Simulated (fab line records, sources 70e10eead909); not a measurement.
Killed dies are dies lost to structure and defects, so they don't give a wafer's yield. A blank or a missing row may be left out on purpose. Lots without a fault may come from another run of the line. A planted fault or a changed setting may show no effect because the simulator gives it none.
Chamber matching | flow nand_harc | NHARC_A_BLC_ETCH_16 on rie_diel-13: 4 sister chambers
The step etches the open film in CF4, target depth 39 nm, time 65 s. 20 wafers are shown with their chamber, then 10 later ones without.

WAFERS WITH THEIR CHAMBER
wafer  | chamber | showerhead_plenum_p_Torr (Torr) | drypump_motor_current_A (A) | oes_product_au (a.u.)
L075.3 | 3       | 1.729                           | 5.7                         | 0.994
L075.4 | 1       | 1.713                           | 5.1                         | 1.006
L075.5 | 2       | 1.808                           | 5.4                         | 0.999
L074.3 | 2       | 1.808                           | 5.4                         | 0.993
L074.4 | 3       | 1.729                           | 5.7                         | 0.992
L074.6 | 1       | 1.713                           | 5.1                         | 0.998
L078.1 | 3       | 1.729                           | 5.7                         | 0.992
L078.5 | 2       | 1.808                           | 5.4                         | 0.997
L078.6 | 3       | 1.728                           | 5.7                         | 0.995
L082.1 | 2       | 1.807                           | 5.4                         | 0.998
L082.2 | 1       | 1.712                           | 5.0                         | 1.009
L082.4 | 3       | 1.728                           | 5.7                         | 0.998
L085.1 | 2       | 1.806                           | 5.4                         | 0.997
L085.3 | 1       | 1.711                           | 5.1                         | 0.996
L085.5 | 1       | 1.711                           | 5.1                         | 0.994
L087.1 | 1       | 1.711                           | 5.1                         | 0.996
L087.2 | 3       | 1.727                           | 5.7                         | 0.999
L087.5 | 1       | 1.711                           | 5.1                         | 0.998
L091.3 | 0       | 1.718                           | 6.3                         | 1.002
L091.5 | 2       | 1.806                           | 5.4                         | 0.991

SIGNATURES (means of the wafers above)
reading                  | chamber 0 | chamber 1 | chamber 2 | chamber 3 | scatter within a chamber
showerhead_plenum_p_Torr | 1.71800   | 1.71171   | 1.80717   | 1.72833   | 0.000922
drypump_motor_current_A  | 6.300     | 5.086     | 5.400     | 5.700     | 0.0231
oes_product_au           | 1.00200   | 0.99957   | 0.99583   | 0.99500   | 0.00422
Rule: a wafer's distance from a chamber is the root of the sum, over the readings, of the square of ((its reading less the chamber's mean) divided by the reading's scatter). The wafer belongs to the nearest chamber; if the next one is less than 2 further off, it can't be placed. The scatter: the root of (the sum of the squares of (reading less its chamber's mean) over the shown wafers, divided by (wafers less chambers)).

WAFERS WITHOUT THEIR CHAMBER
wafer  | showerhead_plenum_p_Torr (Torr) | drypump_motor_current_A (A) | oes_product_au (a.u.)
L091.6 | 1.726                           | 5.7                         | 0.994
L093.1 | 1.806                           | 5.4                         | 0.993
L093.2 | 1.710                           | 5.1                         | 0.990
L093.6 | 1.726                           | 5.7                         | 0.995
L096.1 | 1.709                           | 5.1                         | 0.999
L096.2 | 1.725                           | 5.7                         | 1.003
L096.3 | 1.804                           | 5.4                         | 0.989
L097.1 | 1.805                           | 5.4                         | 0.998
L097.5 | 1.726                           | 5.7                         | 1.012
L097.6 | 1.805                           | 5.4                         | 1.002

WHICH CHAMBER EACH WENT THROUGH
wafer  | from the rows above | in truth
L091.6 | 3                   | 3
L093.1 | 2                   | 2
L093.2 | 1                   | 1
L093.6 | 3                   | 3
L096.1 | 1                   | 1
L096.2 | 3                   | 3
L096.3 | 2                   | 2
L097.1 | 2                   | 2
L097.5 | 3                   | 3
L097.6 | 2                   | 2
Placed correctly: 10 of 10. Can't be placed from these rows: 0. Placed wrongly: 0.
